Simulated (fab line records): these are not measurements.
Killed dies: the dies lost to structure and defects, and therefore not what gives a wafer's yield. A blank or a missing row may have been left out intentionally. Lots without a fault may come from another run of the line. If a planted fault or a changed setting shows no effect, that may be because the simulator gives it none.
Split-lot experiment / flow n5 finfet / 7 lots, 39 wafers read, on a route of 1938 steps

THE SPLIT ITSELF
At N5_SD_EPI_N_ETCH_16 (etches SiO2 in CHF3/O2, target depth 5 nm), the setting target depth a was moved away from the recipe's 50 angstrom on 12 of the 39 wafers read, by -49.7% to +55.7%. For the rest of the wafers, this setting stayed at what the recipe calls for.

The split's own step is where the reading is taken.

THE READING
SiARC_of_SD_EPI_N_COAT_33.thk nm (the simulator's own value, which no gauge read), in nm, at N5_SD_EPI_N_ETCH_16 (etches SiO2 in CHF3/O2, target depth 5 nm). The file does not state a usual value for it. The 27 wafers here that ran the recipe average 12.3 nm, standard deviation 0.36 nm.

wafer=L076.1; tool, chamber at the split=rie diel-06, 2; target depth a as run, angstrom=50; against the recipe=recipe; SiARC_of_SD_EPI_N_COAT_33.thk nm, nm=12; against lot-mates on the recipe=-
wafer=L076.2; tool, chamber at the split=rie diel-06, 0; target depth a as run, angstrom=50; against the recipe=recipe; SiARC_of_SD_EPI_N_COAT_33.thk nm, nm=12.8; against lot-mates on the recipe=-
wafer=L076.3; tool, chamber at the split=rie diel-06, 1; target depth a as run, angstrom=50; against the recipe=recipe; SiARC_of_SD_EPI_N_COAT_33.thk nm, nm=12.6; against lot-mates on the recipe=-
wafer=L076.4; tool, chamber at the split=rie diel-06, 3; target depth a as run, angstrom=50; against the recipe=recipe; SiARC_of_SD_EPI_N_COAT_33.thk nm, nm=12; against lot-mates on the recipe=-
wafer=L076.5; tool, chamber at the split=rie diel-06, 3; target depth a as run, angstrom=50; against the recipe=recipe; SiARC_of_SD_EPI_N_COAT_33.thk nm, nm=11.8; against lot-mates on the recipe=-
wafer=L076.6; tool, chamber at the split=rie diel-06, 0; target depth a as run, angstrom=50; against the recipe=recipe; SiARC_of_SD_EPI_N_COAT_33.thk nm, nm=13; against lot-mates on the recipe=-
wafer=L078.1; tool, chamber at the split=rie diel-02, 0; target depth a as run, angstrom=77.84; against the recipe=+55.7%; SiARC_of_SD_EPI_N_COAT_33.thk nm, nm=10; against lot-mates on the recipe=-2.5
wafer=L078.2; tool, chamber at the split=rie diel-02, 3; target depth a as run, angstrom=50; against the recipe=recipe; SiARC_of_SD_EPI_N_COAT_33.thk nm, nm=12.6; against lot-mates on the recipe=-
wafer=L078.3; tool, chamber at the split=rie diel-02, 2; target depth a as run, angstrom=77.84; against the recipe=+55.7%; SiARC_of_SD_EPI_N_COAT_33.thk nm, nm=10.6; against lot-mates on the recipe=-1.9
wafer=L078.4; tool, chamber at the split=rie diel-02, 1; target depth a as run, angstrom=77.84; against the recipe=+55.7%; SiARC_of_SD_EPI_N_COAT_33.thk nm, nm=9.8; against lot-mates on the recipe=-2.7
wafer=L078.5; tool, chamber at the split=rie diel-02, 2; target depth a as run, angstrom=50; against the recipe=recipe; SiARC_of_SD_EPI_N_COAT_33.thk nm, nm=12.4; against lot-mates on the recipe=-
wafer=L078.6; tool, chamber at the split=rie diel-02, 3; target depth a as run, angstrom=50; against the recipe=recipe; SiARC_of_SD_EPI_N_COAT_33.thk nm, nm=12.4; against lot-mates on the recipe=-
wafer=L079.1; tool, chamber at the split=rie diel-01, 1; target depth a as run, angstrom=50; against the recipe=recipe; SiARC_of_SD_EPI_N_COAT_33.thk nm, nm=12.4; against lot-mates on the recipe=-
wafer=L079.2; tool, chamber at the split=rie diel-01, 2; target depth a as run, angstrom=71.28; against the recipe=+42.6%; SiARC_of_SD_EPI_N_COAT_33.thk nm, nm=10.6; against lot-mates on the recipe=-1.5
wafer=L079.3; tool, chamber at the split=rie diel-01, 0; target depth a as run, angstrom=50; against the recipe=recipe; SiARC_of_SD_EPI_N_COAT_33.thk nm, nm=11.6; against lot-mates on the recipe=-
wafer=L079.4; tool, chamber at the split=rie diel-01, 1; target depth a as run, angstrom=50; against the recipe=recipe; SiARC_of_SD_EPI_N_COAT_33.thk nm, nm=12.4; against lot-mates on the recipe=-
wafer=L079.5; tool, chamber at the split=rie diel-01, 0; target depth a as run, angstrom=71.28; against the recipe=+42.6%; SiARC_of_SD_EPI_N_COAT_33.thk nm, nm=10.2; against lot-mates on the recipe=-1.9
wafer=L079.6; tool, chamber at the split=rie diel-01, 2; target depth a as run, angstrom=71.28; against the recipe=+42.6%; SiARC_of_SD_EPI_N_COAT_33.thk nm, nm=10.6; against lot-mates on the recipe=-1.5
wafer=L081.1; tool, chamber at the split=rie diel-01, 0; target depth a as run, angstrom=75.17; against the recipe=+50.3%; SiARC_of_SD_EPI_N_COAT_33.thk nm, nm=10.2; against lot-mates on the recipe=-2.5
wafer=L081.2; tool, chamber at the split=rie diel-01, 3; target depth a as run, angstrom=75.17; against the recipe=+50.3%; SiARC_of_SD_EPI_N_COAT_33.thk nm, nm=11; against lot-mates on the recipe=-1.7
wafer=L081.3; tool, chamber at the split=rie diel-01, 1; target depth a as run, angstrom=50; against the recipe=recipe; SiARC_of_SD_EPI_N_COAT_33.thk nm, nm=12.6; against lot-mates on the recipe=-
wafer=L081.4; tool, chamber at the split=rie diel-01, 2; target depth a as run, angstrom=50; against the recipe=recipe; SiARC_of_SD_EPI_N_COAT_33.thk nm, nm=12.6; against lot-mates on the recipe=-
wafer=L081.5; tool, chamber at the split=rie diel-01, 3; target depth a as run, angstrom=50; against the recipe=recipe; SiARC_of_SD_EPI_N_COAT_33.thk nm, nm=13; against lot-mates on the recipe=-
wafer=L081.6; tool, chamber at the split=rie diel-01, 0; target depth a as run, angstrom=75.17; against the recipe=+50.3%; SiARC_of_SD_EPI_N_COAT_33.thk nm, nm=10.2; against lot-mates on the recipe=-2.5
wafer=L083.1; tool, chamber at the split=rie diel-02, 2; target depth a as run, angstrom=50; against the recipe=recipe; SiARC_of_SD_EPI_N_COAT_33.thk nm, nm=12.4; against lot-mates on the recipe=-
wafer=L083.2; tool, chamber at the split=rie diel-02, 0; target depth a as run, angstrom=50; against the recipe=recipe; SiARC_of_SD_EPI_N_COAT_33.thk nm, nm=12.2; against lot-mates on the recipe=-
wafer=L083.3; tool, chamber at the split=rie diel-02, 1; target depth a as run, angstrom=50; against the recipe=recipe; SiARC_of_SD_EPI_N_COAT_33.thk nm, nm=12; against lot-mates on the recipe=-
wafer=L083.4; tool, chamber at the split=rie diel-02, 3; target depth a as run, angstrom=50; against the recipe=recipe; SiARC_of_SD_EPI_N_COAT_33.thk nm, nm=12.6; against lot-mates on the recipe=-
wafer=L083.5; tool, chamber at the split=rie diel-02, 2; target depth a as run, angstrom=50; against the recipe=recipe; SiARC_of_SD_EPI_N_COAT_33.thk nm, nm=12.6; against lot-mates on the recipe=-
wafer=L083.6; tool, chamber at the split=rie diel-02, 3; target depth a as run, angstrom=50; against the recipe=recipe; SiARC_of_SD_EPI_N_COAT_33.thk nm, nm=12.4; against lot-mates on the recipe=-
wafer=L087.1; tool, chamber at the split=rie diel-02, 0; target depth a as run, angstrom=50; against the recipe=recipe; SiARC_of_SD_EPI_N_COAT_33.thk nm, nm=12; against lot-mates on the recipe=-
wafer=L087.2; tool, chamber at the split=rie diel-02, 2; target depth a as run, angstrom=25.17; against the recipe=-49.7%; SiARC_of_SD_EPI_N_COAT_33.thk nm, nm=13.8; against lot-mates on the recipe=+1.8
wafer=L087.3; tool, chamber at the split=rie diel-02, 3; target depth a as run, angstrom=25.17; against the recipe=-49.7%; SiARC_of_SD_EPI_N_COAT_33.thk nm, nm=14; against lot-mates on the recipe=+2.0
wafer=L087.4; tool, chamber at the split=rie diel-02, 1; target depth a as run, angstrom=50; against the recipe=recipe; SiARC_of_SD_EPI_N_COAT_33.thk nm, nm=11.8; against lot-mates on the recipe=-
wafer=L087.5; tool, chamber at the split=rie diel-02, 0; target depth a as run, angstrom=50; against the recipe=recipe; SiARC_of_SD_EPI_N_COAT_33.thk nm, nm=12.2; against lot-mates on the recipe=-
wafer=L087.6; tool, chamber at the split=rie diel-02, 1; target depth a as run, angstrom=25.17; against the recipe=-49.7%; SiARC_of_SD_EPI_N_COAT_33.thk nm, nm=13.6; against lot-mates on the recipe=+1.6
wafer=L090.3; tool, chamber at the split=rie diel-06, 1; target depth a as run, angstrom=50; against the recipe=recipe; SiARC_of_SD_EPI_N_COAT_33.thk nm, nm=12.6; against lot-mates on the recipe=-
wafer=L090.5; tool, chamber at the split=rie diel-06, 3; target depth a as run, angstrom=50; against the recipe=recipe; SiARC_of_SD_EPI_N_COAT_33.thk nm, nm=11.8; against lot-mates on the recipe=-
wafer=L090.6; tool, chamber at the split=rie diel-06, 2; target depth a as run, angstrom=50; against the recipe=recipe; SiARC_of_SD_EPI_N_COAT_33.thk nm, nm=12.2; against lot-mates on the recipe=-

FIT RESULTS
A straight line over all 39 wafers: SiARC_of_SD_EPI_N_COAT_33.thk nm changes by -0.0365 nm for each +1% of target depth a; r = -0.94; the points scatter about the line by 0.37 nm.
The same after taking each lot's own level away (the mean of its wafers on the recipe; 39 wafers): -0.0404 nm for each +1%; r = -0.96; scatter 0.32 nm.
Per that fit: largest target depth a move, reading shift of 2.3 nm.
Measured against the standard deviation above, the lots' own levels, which go from 12.00 to 12.73 nm, span 2.0 times it.
Consequently the slope shifts little with the lot-to-lot level, the two slopes agreeing.
Check: -2.27 nm against its lot-mates is what the line predicts for one of the wafers moved furthest among these (+55.7%) when that wafer is left out of the fit. Against them it came out at -2.47 nm.

ADDITIONAL SPLITS CARRIED BY THESE WAFERS
Note: prior to the reading, these wafers also went through further splits. Each is held against what the fit with the lots' levels taken away leaves over:
other split on the same wafers=N5_FIN_SAQP_PECVD_06 time s; wafers away from the commonest value=15; r with SiARC_of_SD_EPI_N_COAT_33.thk nm (lot level and that fit taken away)=-0.02
other split on the same wafers=N5_FIN_SAQP_ETCH_65 time s; wafers away from the commonest value=15; r with SiARC_of_SD_EPI_N_COAT_33.thk nm (lot level and that fit taken away)=-0.01

THE WHOLE CHAIN: every reading that the file lists as answering this split, in the file's order
step=N5_SD_EPI_N_ETCH_16; what it does=etches SiO2 in CHF3/O2, target depth 5 nm; reading=etch.depth nm (the simulator's own value, which no gauge read); change (the file's fit)=+0.0512 nm for each +1% of the setting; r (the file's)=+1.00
step=N5_SD_EPI_N_ETCH_16; what it does=etches SiO2 in CHF3/O2, target depth 5 nm; reading=SiARC_of_SD_EPI_N_COAT_33.thk nm (the simulator's own value, which no gauge read); change (the file's fit)=-0.0408 nm for each +1% of the setting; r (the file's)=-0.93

THE FILE'S OWN FIT
SiARC_of_SD_EPI_N_COAT_33.thk nm changes by -0.0408 nm for each +1% of target depth a, r = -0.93.
